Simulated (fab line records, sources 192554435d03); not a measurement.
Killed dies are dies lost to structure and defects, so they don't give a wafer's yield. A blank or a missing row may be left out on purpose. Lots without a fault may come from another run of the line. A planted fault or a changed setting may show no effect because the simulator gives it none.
A struck lot beside a sound one | flow n5_finfet | 23 steps out of a route of 1938
Sound: wafers L434.3, L434.4, L434.6. Struck: wafers L427.2, L427.5, L427.6. The cause comes at the end.
At each step with rows: each side's tool, then ch and its chambers, then its first start. Under that, the readings that differ: sound wafers | struck wafers | difference of the means | sigmas: that difference in standard deviations of wafers without a fault.
alike: readings whose means differ by less than 2 such deviations, and words and numbers that are the same on both sides. not compared: withheld readings, readings that some wafer has no value for, bounds like >300 that may hide the same value, and numbers for which the record gives no deviation and whose values overlap.
The two part at a step that has a row with sigmas, a row that says differs or no value, or rows on one side only. Numbers that don't overlap but have no deviation are shown without sigmas and don't part them. A reading that every wafer of one side lacks parts them only if that side has two wafers or more.

first, 10 steps without rows for these wafers: N5_BEOL_M5_DESCUM_16 (chemistry O2, time 7 s); N5_BEOL_M5_ETCH_72 (etches underlayer in N2/H2, target depth 6.5 nm, time 5.2 s); N5_BEOL_M5_ETCH_61 (etches SiARC in CF4, target depth 15.6 nm, time 26 s); N5_BEOL_M5_ETCH_62 (etches SOC in N2/H2, target depth 75 nm, overetch 15 nm, time 112.5 s); N5_BEOL_M5_STRIP_63 (strips in N2/H2); N5_BEOL_M5_STRIP_73 (strips in N2/H2); N5_BEOL_M5_STRIP_64 (strips in CF4); N5_BEOL_M5_HM_OPEN_17 (chemistry Cl2/BCl3, target TiN, target depth 20 nm, overetch 6 nm); N5_BEOL_M5_STRIP_19 (strips in O2); N5_BEOL_M5_COAT_65 (time 60 s, resist thk 60 nm).
N5_BEOL_M5_COAT_66: time 60 s, resist thk 12 nm.
  sound on litho_track-02 ch 0, day 14 02:54; struck on litho_track-05 ch 0, day 12 05:02
  reading              | sound                | struck               | difference | sigmas
  spin_speed_rpm (rpm) | 1498.2 1498.7 1499.4 | 1444.5 1444.2 1445.0 | -54.2      | -54
then, 9 steps without rows for these wafers: N5_BEOL_M5_COAT_74 (time 60 s, resist thk 5 nm); N5_BEOL_M5_COAT_22 (resist thk 30 nm); N5_BEOL_M5_EBR_24; N5_BEOL_M5_SOFTBAKE_23 (time 60 s); N5_BEOL_M5_EXPOSE_25 (exposes mask V4, defocus 10 nm); N5_BEOL_M5_PEB_26 (peb time 60 s); N5_BEOL_M5_DEVELOP_27 (develop time 30 s); N5_BEOL_M5_DESCUM_33 (chemistry O2, time 7 s); N5_BEOL_M5_ETCH_75 (etches underlayer in N2/H2, target depth 6.5 nm, time 5.2 s).
N5_BEOL_M5_ETCH_67: etches SiARC in CF4, target depth 15.6 nm, time 26 s.
  sound on rie_diel-02 ch 0,1, day 14 03:23; struck on rie_diel-01 ch 0,2,3, day 12 05:53
  reading                  | sound             | struck            | difference | sigmas
  model.etch.depth_nm (nm) | 11.96 11.96 11.98 | 12.21 12.22 12.22 | +0.25      |
  alike: cf4_flow_sccm, drypump_motor_current_A, etch_rf_on_time_s, oes_product_au, rf_vpp_V, showerhead_plenum_p_Torr, throttle_valve_pct
  not compared: rf_hours_counter_h
then, 2 steps without rows for these wafers: N5_BEOL_M5_ETCH_68 (etches SOC in N2/H2, target depth 80 nm, overetch 16 nm, time 120 s); N5_PASSIVATION_PROBE_49.

WHERE THEY PART
Only at N5_BEOL_M5_COAT_66, within this record. Later steps at which nothing parts them and some readings are alike: N5_BEOL_M5_ETCH_67.

WHY: what the simulator had put in
Process parameter drift: litho_track-05, from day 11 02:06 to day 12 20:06, at N5_BEOL_M5_COAT_66. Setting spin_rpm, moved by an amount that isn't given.
